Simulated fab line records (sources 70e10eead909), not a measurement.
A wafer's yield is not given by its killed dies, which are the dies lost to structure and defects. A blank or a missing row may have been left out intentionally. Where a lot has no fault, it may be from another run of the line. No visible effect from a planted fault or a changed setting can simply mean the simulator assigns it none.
fab line records -- flow nand_harc
[record] lots = 12, wafers = 36, last_day = 24
route steps=1159 shown P_GATE@132 END@1159
lots that met no fault: from a run of the same line without faults
start_h: hours from the record's first day to the start of the lot's first wafer shown -- wait_h: hours since the lot's step before -- " as in the row above -- L1.1+2: one row covering several wafers at once -- - either no value or no given start -- * or withheld: withheld -- < > ~ a bound
route shown NAME@n: NAME is a module with steps in the file, n the number in the route of the first one -- usual: mean and standard deviation over wafers with no fault -- same: alike in all rows -- chamber/n: place in a boat -- sites: per-site readings -- _std_site: the standard deviation of these -- _edge_site: inner sites' mean taken away from outer sites' mean -- radius_mm: for every site, how far away it sits from the centre of the wafer -- mask NAME#n: copy n -- behind: the last tool/chamber to shape the wafer -- hold: cause of the lot's hold/its duration in hours/its outcome -- device: the transistor (n, p or np) that didn't switch -- end of line: the route-end tests of the same wafers -- for a step that has no rows: nothing shown but its recipe -- killed: the dies lost at the first sort to structure and to defects; this is not the yield of the wafer -- map: a wafer's dies, x killed, . not, _ none there
set.NAME: the setting as run; set.NAME@STEP: as run at that earlier step -- model.NAME: the simulator's own value behind a step, which no gauge read
the route's steps for a sample of lots (tables are steps, rows are wafers)
services: when a tool's chamber went out of use (start_h, in hours from the record's first day, below 0 if earlier), for how many hours, and the reason
[[steps]]
[step NHARC_P_GATE_DEP_103]
[recipe] target_thk_a = 300, target_thk_nm = 30, temp_c = 400, flow_sccm = 200, rf_w = 350, material = SiON
[usual] heater_power_w = 736/120
lot.wafer,tool,chamber,start_h,wait_h,heater_power_w
L627.2,pecvd-02,1,106.54,0.5,770
L627.6,pecvd-02,1,106.54,0.5,787
L627.4,pecvd-02,0,106.54,0.5,735
L630.3,pecvd-02,0,110.33,0.3,662
L630.4,pecvd-02,1,110.33,0.3,778
L630.5,pecvd-02,2,110.33,0.3,906
L631.2,pecvd-02,2,120.49,0.6,1092
L631.3,pecvd-02,0,120.49,0.6,759
L631.5,pecvd-02,0,120.49,0.6,744
L632.3,pecvd-02,0,120.97,0.3,707
L632.2,pecvd-02,1,120.97,0.3,741
L632.1,pecvd-02,2,120.97,0.3,990
L634.2,pecvd-02,2,131.13,0.5,989
L634.3,pecvd-02,0,131.13,0.5,704
L634.6,pecvd-02,0,131.13,0.5,704
L636.1,pecvd-03,2,141.47,0.5,606
L636.6,pecvd-03,2,141.47,0.5,592
L636.4,pecvd-03,1,141.47,0.5,618
L635.2,pecvd-03,1,142.17,0.5,591
L635.4,pecvd-03,1,142.17,0.5,588
L635.5,pecvd-03,2,142.17,0.5,651
L638.2,pecvd-04,1,167.61,0.4,849
L638.1,pecvd-04,2,167.61,0.4,576
L638.4,pecvd-04,0,167.61,0.4,685
L637.1,pecvd-03,2,169.12,1.0,648
L637.3,pecvd-03,1,169.12,1.0,717
L637.6,pecvd-03,2,169.12,1.0,623
L641.1,pecvd-04,2,176.34,0.6,638
L641.5,pecvd-04,0,176.34,0.6,769
L641.4,pecvd-04,1,176.34,0.6,915
L643.2,pecvd-02,2,188.23,0.8,881
L643.4,pecvd-02,2,188.23,0.8,892
L643.6,pecvd-02,0,188.23,0.8,739
L649.3,pecvd-04,2,224.67,0.4,602
L649.6,pecvd-04,0,224.67,0.4,643
L649.4,pecvd-04,2,224.67,0.4,598
[step NHARC_P_GATE_STRIP_108]
[recipe] o2_flow_sccm = 500, ar_flow_sccm = 0, bias_w = 0, chemistry = O2
[usual] drypump_motor_current_A = 5.4/0.51, oes_product_au = 0.999/0.0078, rf_vpp_V = 57.9/0.91, showerhead_plenum_p_Torr = 3.55/0.14, throttle_valve_pct = 17.037/0.0082
lot.wafer,tool,chamber,start_h,wait_h,drypump_motor_current_A,oes_product_au,rf_hours_counter_h,rf_vpp_V,showerhead_plenum_p_Torr,throttle_valve_pct
L627.4,rie_diel-07,0,108.28,-,5.3,1.003,10,57.9,3.65,17.054
L627.2,rie_diel-07,2,108.28,-,5.0,1.013,8,58.3,3.64,17.047
L627.6,rie_diel-07,0,108.28,-,5.3,1.002,-,59.2,3.65,17.039
L630.4,rie_diel-08,0,112.00,-,5.9,0.982,54,58.1,3.34,17.035
L630.3,rie_diel-08,1,112.00,-,6.4,1.011,52,56.5,3.46,17.038
L630.5,rie_diel-08,3,112.00,-,5.5,0.998,-,59.6,3.33,17.040
L631.3,rie_diel-08,3,122.07,-,5.5,0.997,57,58.7,3.33,17.030
L631.2,rie_diel-08,2,122.07,-,5.2,1.012,56,58.9,3.26,17.024
L631.5,rie_diel-08,3,122.07,-,5.5,0.993,-,56.6,3.33,17.032
L632.3,rie_diel-08,2,122.50,-,5.2,1.001,56,56.8,3.26,17.043
L632.2,rie_diel-08,3,122.50,-,5.5,0.990,57,57.9,3.33,17.045
L632.1,rie_diel-08,0,122.50,-,5.9,0.983,58,56.2,3.34,17.048
L634.2,rie_diel-07,2,132.49,-,5.0,0.997,12,57.5,3.64,17.037
L634.3,rie_diel-07,1,132.49,-,5.0,0.999,15,57.9,3.70,17.022
L634.6,rie_diel-07,3,132.49,-,5.1,0.990,-,57.6,3.44,17.034
L636.1,rie_diel-07,1,143.13,-,5.0,0.999,18,59.0,3.70,17.028
L636.6,rie_diel-07,1,143.13,-,5.0,1.003,-,59.0,3.70,17.048
L636.4,rie_diel-07,3,143.13,-,5.1,1.000,-,57.3,3.44,17.042
L635.2,rie_diel-07,1,143.88,-,5.0,1.004,19,57.8,3.70,17.042
L635.5,rie_diel-07,1,143.88,-,5.0,0.998,-,57.8,3.70,17.042
L635.4,rie_diel-07,3,143.88,-,5.1,0.994,-,59.0,3.44,17.031
L638.2,rie_diel-08,1,169.12,-,6.4,0.999,15,58.7,3.45,17.025
L638.4,rie_diel-08,2,169.12,-,5.2,1.006,18,57.9,3.80,17.047
L638.1,rie_diel-08,0,169.12,-,5.9,0.990,16,58.1,3.33,17.040
L637.1,rie_diel-07,0,170.64,-,5.3,0.997,22,59.1,3.65,17.030
L637.3,rie_diel-07,1,170.64,-,5.0,0.994,23,56.7,3.70,17.042
L637.6,rie_diel-07,0,170.64,-,5.3,1.004,-,57.5,3.65,17.042
L641.1,rie_diel-07,2,178.05,-,5.0,1.017,16,58.2,3.64,17.038
L641.5,rie_diel-07,1,178.05,-,5.0,1.001,-,58.5,3.70,17.029
L641.4,rie_diel-07,2,178.05,-,5.0,1.001,-,57.9,3.63,17.053
L643.2,rie_diel-08,3,189.86,-,5.5,1.008,25,57.6,3.32,17.041
L643.4,rie_diel-08,0,189.86,-,5.9,0.995,23,57.0,3.33,17.046
L643.6,rie_diel-08,1,189.86,-,6.4,1.002,-,56.4,3.44,17.056
L649.3,rie_diel-07,1,226.60,-,5.0,1.009,30,59.0,3.69,17.043
L649.4,rie_diel-07,2,226.60,-,5.0,1.016,26,57.6,3.63,17.024
L649.6,rie_diel-07,0,226.60,-,5.3,1.002,-,58.5,3.64,17.034
[step NHARC_P_GATE_EXPOSE_56]
[recipe] na = 0.6, target_cd_nm = 720, dose_mj = 14.81, mask_id = P_PSD
lot.wafer,tool,chamber,start_h,wait_h,mask
L627.2+4+6,krf_scanner-03,0,126.14,-,P_PSD#0
L630.3+4+5,krf_scanner-01,0,126.77,-,P_PSD#0
L631.2+3+5,krf_scanner-03,0,135.09,-,P_PSD#0
L632.1+2+3,krf_scanner-01,0,135.30,-,P_PSD#0
L634.2+3+6,krf_scanner-03,0,145.34,-,P_PSD#0
L636.1+4+6,krf_scanner-04,0,155.78,-,P_PSD#0
L635.2+4+5,krf_scanner-03,0,156.73,-,P_PSD#0
L638.1+2+4,krf_scanner-03,0,183.86,-,P_PSD#0
L637.1+3+6,krf_scanner-01,0,186.18,-,P_NSD#0
L641.1+4+5,krf_scanner-01,0,191.81,-,P_PSD#0
L643.2+4+6,krf_scanner-01,0,205.11,-,P_PSD#0
L649.3+4+6,krf_scanner-03,0,239.84,-,P_PSD#0
[step NHARC_P_GATE_CD_MEAS_59]
[recipe] target_cd_nm = 720, landing_energy_ev = 500
[usual] cd_nm = 719.2/1.3
lot.wafer,tool,chamber,start_h,wait_h,cd_nm
L627.2,cd_sem-01,0,126.30,-,720.2
L627.4,cd_sem-01,0,126.30,-,720.5
L627.6,cd_sem-01,0,126.30,-,719.8
L630.3,cd_sem-03,0,126.92,-,719.7
L630.4,cd_sem-03,0,126.92,-,721.3
L630.5,cd_sem-03,0,126.92,-,721.4
L631.2,cd_sem-01,0,135.24,-,718.0
L631.3,cd_sem-01,0,135.24,-,717.0
L631.5,cd_sem-01,0,135.24,-,717.0
L632.1,cd_sem-03,0,135.46,-,722.0
L632.2,cd_sem-03,0,135.46,-,720.6
L632.3,cd_sem-03,0,135.46,-,721.7
L634.2,cd_sem-03,0,145.49,-,718.2
L634.3,cd_sem-03,0,145.49,-,717.4
L634.6,cd_sem-03,0,145.49,-,717.5
L636.1,cd_sem-03,0,155.94,-,720.2
L636.4,cd_sem-03,0,155.94,-,720.5
L636.6,cd_sem-03,0,155.94,-,719.8
L635.2,cd_sem-02,0,156.88,-,719.9
L635.4,cd_sem-02,0,156.88,-,718.4
L635.5,cd_sem-02,0,156.88,-,719.8
L638.1,cd_sem-03,0,184.02,-,721.0
L638.2,cd_sem-03,0,184.02,-,719.7
L638.4,cd_sem-03,0,184.02,-,720.7
L637.1,cd_sem-02,0,186.34,-,-
L637.3,cd_sem-02,0,186.34,-,-
L637.6,cd_sem-02,0,186.34,-,-
L641.1,cd_sem-03,0,191.96,-,715.7
L641.4,cd_sem-03,0,191.96,-,717.4
L641.5,cd_sem-03,0,191.96,-,717.0
L643.2,cd_sem-01,0,205.26,-,719.9
L643.4,cd_sem-01,0,205.26,-,718.4
L643.6,cd_sem-01,0,205.26,-,718.6
L649.3,cd_sem-02,0,239.99,-,718.9
L649.4,cd_sem-02,0,239.99,-,720.0
L649.6,cd_sem-02,0,239.99,-,720.4
[step NHARC_P_GATE_STRIP_112]
[recipe] power_w = 1500, temp_c = 110, time_s = 200, chemistry = N2/H2
[usual] drypump_motor_current_A = 5.8/0.47, heater_power_w = 90/6.9
[same] time_s = 200
lot.wafer,tool,chamber,start_h,wait_h,drypump_motor_current_A,heater_power_w,rf_hours_counter_h
L627.2,plasma_asher-02,1,126.90,0.2,5.3,99,38
L627.4,plasma_asher-02,1,126.90,0.2,5.3,97,-
L627.6,plasma_asher-02,1,126.90,0.2,5.3,93,-
L630.3,plasma_asher-01,1,127.53,0.2,5.8,79,-
L630.4,plasma_asher-01,0,127.53,0.2,6.6,88,-
L630.5,plasma_asher-01,0,127.53,0.2,6.6,87,-
L631.2,plasma_asher-01,0,135.81,0.2,6.6,89,8
L631.3,plasma_asher-01,1,135.81,0.2,5.7,78,-
L631.5,plasma_asher-01,1,135.81,0.2,5.7,82,-
L632.1,plasma_asher-02,0,136.06,0.3,5.8,92,42
L632.2,plasma_asher-02,1,136.06,0.3,5.3,93,42
L632.3,plasma_asher-02,1,136.06,0.3,5.3,96,-
L634.2,plasma_asher-02,1,146.04,0.2,5.3,95,46
L634.3,plasma_asher-02,0,146.04,0.2,5.8,90,-
L634.6,plasma_asher-02,0,146.04,0.2,5.8,93,-
L636.1,plasma_asher-02,0,156.51,0.2,5.8,90,50
L636.4,plasma_asher-02,1,156.51,0.2,5.3,98,-
L636.6,plasma_asher-02,1,156.51,0.2,5.3,96,-
L635.2,plasma_asher-01,1,157.42,0.2,5.7,80,16
L635.4,plasma_asher-01,1,157.42,0.2,5.8,81,-
L635.5,plasma_asher-01,0,157.42,0.2,6.6,90,-
L638.1,plasma_asher-01,1,184.78,0.4,5.8,81,25
L638.2,plasma_asher-01,0,184.78,0.4,6.6,89,25
L638.4,plasma_asher-01,1,184.78,0.4,5.7,82,-
L637.1,plasma_asher-01,1,187.34,0.7,5.7,81,27
L637.3,plasma_asher-01,0,187.34,0.7,6.6,87,-
L637.6,plasma_asher-01,0,187.34,0.7,6.6,89,-
L641.1,plasma_asher-01,1,192.55,0.2,5.7,81,31
L641.4,plasma_asher-01,0,192.55,0.2,6.6,87,-
L641.5,plasma_asher-01,0,192.55,0.2,6.6,87,-
L643.2,plasma_asher-02,1,206.15,0.2,5.3,101,5
L643.4,plasma_asher-02,1,206.15,0.2,5.3,104,-
L643.6,plasma_asher-02,1,206.15,0.2,5.3,103,-
L649.4,plasma_asher-02,0,240.61,0.2,5.8,92,-
L649.3,plasma_asher-02,1,240.61,0.2,5.3,103,-
L649.6,plasma_asher-02,1,240.61,0.2,5.3,100,-
[step NHARC_END_SORT_01]
[recipe] temp_c = 25
[usual] killed_at_array = 27/11, killed_at_other = 0.7/0.93, killed_at_periphery = 2.9/1.9, killed_dies = 30/11, killed_open = 3.1/1.7, killed_short = 1.9/1.3
[same] gross_dies = 677
lot.wafer,tool,chamber,start_h,wait_h,killed_at_array,killed_at_other,killed_at_periphery,killed_dies,killed_open,killed_short
L637.1,prober-01,0,523.01,2.5,16,0,661,677,2,1
L637.3,prober-01,0,524.63,3.1,20,0,657,677,2,4
L637.6,prober-01,0,527.06,4.0,29,0,648,677,5,4
// killed by level:class
L637.1 P_GATE:area_expose=658 A_STAIRCASE:chamber_film_flake=5 A_ZERO_WELL:chamber_film_flake=4 A_CHANNEL_HOLE_D1:chamber_film_flake=2 A_WL_FILL:chamber_film_flake=2 P_M0:geometric_particle:open=1 A_CHANNEL_FILL_D1:geometric_particle:open=1 A_M0:geometric_particle:short=1
L637.3 P_GATE:area_expose=654 A_STAIRCASE:chamber_film_flake=10 A_CHANNEL_HOLE_D1:chamber_film_flake=3 A_ONON_D1:geometric_particle:short=2 A_CONTACT:chamber_film_flake=2 P_GATE:geometric_particle:open=1 P_M2:geometric_particle:short=1 A_M0:geometric_particle:open=1
L637.6 P_GATE:area_expose=643 A_CHANNEL_HOLE_D1:chamber_film_flake=9 A_STAIRCASE:chamber_film_flake=7 A_ZERO_WELL:chamber_film_flake=4 A_CONTACT:geometric_particle:open=2 A_M0:geometric_particle:open=2 P_STI:chamber_film_flake=2 P_CONTACT:geometric_particle:short=1
[[services]]
tool,chamber,start_h,hours,kind
krf_scanner-01,-,84.00,4.0,pm
rie_diel-07,0,84.70,-,clean
plasma_asher-02,-,90.43,1.2,repair
rie_diel-07,-,93.10,0.1,repair
plasma_asher-01,-,99.05,9.0,pm
rie_diel-07,3,108.64,10.0,repair
pecvd-03,-,111.12,13.0,pm
rie_diel-07,2,112.09,6.9,repair
rie_diel-08,-,124.93,9.0,pm
krf_scanner-04,-,126.00,4.0,pm
rie_diel-07,2,136.51,10.7,repair
pecvd-02,-,153.28,13.0,pm
krf_scanner-03,-,168.00,4.0,pm
rie_diel-07,3,168.76,12.6,repair
krf_scanner-04,-,176.33,0.4,repair
plasma_asher-02,-,183.08,9.0,pm
rie_diel-07,1,187.53,10.0,repair
pecvd-04,-,195.00,13.0,pm
plasma_asher-02,-,200.75,1.5,repair
pecvd-02,0,209.19,7.2,repair
krf_scanner-01,-,218.27,5.0,repair
rie_diel-07,-,228.20,9.0,pm
krf_scanner-01,-,229.22,0.4,repair
krf_scanner-03,-,235.55,1.6,repair
[[key]]
[first_sign] step = NHARC_P_GATE_EXPOSE_56, reading = mask, direction = changed
[effect] step = NHARC_P_GATE_CD_MEAS_59, reading = cd_nm, direction = missing
[effect] step = NHARC_END_SORT_01, reading = killed_at_periphery, direction = up, sigmas = 99+, usual = 2.9, struck = 655.3
[more_kills_born_at] NHARC_P_GATE_EXPOSE_56@krf_scanner-01 = 1955
met_at NHARC_P_GATE_EXPOSE_56
struck_lots L637
later_rows_left_out L637.1,L637.3,L637.6
tester_left_out L637
not_acting_at NHARC_P_GATE_DEP_103,NHARC_P_GATE_STRIP_108,NHARC_P_GATE_STRIP_112
onset_between 135.30 186.18
[fault] kind = wrong_mask, tool = any, chamber = -, onset_h = 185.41, steps = NHARC_P_GATE_EXPOSE_56, aux_copy = P_NSD#0, scope = struck_lots_only
// tester_left_out: of these lots the tester's yield and bins aren't shown, on N5 and GAA mostly nor the transistor test; their killed dies are dies lost to structure and defects alone, not to doping, threshold or leakage, so they don't give the yield
// later_rows_left_out: the simulator's readings of these wafers behind a module that went badly wrong aren't trusted and aren't shown, but for the sort
